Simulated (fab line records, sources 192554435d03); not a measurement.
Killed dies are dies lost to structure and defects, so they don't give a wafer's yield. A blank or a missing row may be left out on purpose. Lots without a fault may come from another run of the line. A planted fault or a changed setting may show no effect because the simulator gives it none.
Chamber matching | flow n5_finfet | N5_BEOL_M12_DESCUM_33 on rie_diel-05: 4 sister chambers
The step chemistry O2, time 7.9 s. 4 wafers are shown with their chamber, then 8 later ones without.

WAFERS WITH THEIR CHAMBER
wafer  | chamber | showerhead_plenum_p_Torr (Torr)
L079.6 | 3       | 2.15
L081.1 | 2       | 2.22
L088.2 | 1       | 1.90
L090.1 | 0       | 2.15

WAFERS WITHOUT THEIR CHAMBER
wafer  | showerhead_plenum_p_Torr (Torr)
L090.4 | 2.14
L090.5 | 2.21
L094.1 | 1.89
L094.2 | 2.15
L094.4 | 2.13
L096.1 | 2.13
L096.2 | 1.89
L096.3 | 2.20

WHICH CHAMBER EACH WENT THROUGH
wafer  | from the rows above     | in truth
L090.4 | can't be placed: 0 or 3 | 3
L090.5 | 2                       | 2
L094.1 | 1                       | 1
L094.2 | can't be placed: 0 or 3 | 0
L094.4 | can't be placed: 0 or 3 | 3
L096.1 | can't be placed: 0 or 3 | 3
L096.2 | 1                       | 1
L096.3 | 2                       | 2
Placed correctly: 4 of 8. Can't be placed from these rows: 4 (the true chamber is among the candidates in 4). Placed wrongly: 0.
How it was worked out, from the rows above alone: a wafer's distance from a chamber is the root of the sum, over the readings, of the square of ((its reading less the chamber's mean) divided by the reading's scatter). The wafer belongs to the nearest chamber; if the next one is less than 2 further off, it can't be placed. A chamber's mean is the mean of its shown wafers. The scatter: with one shown wafer a chamber, the root of the mean of the squares of how far each hidden wafer lies from its nearest shown one.
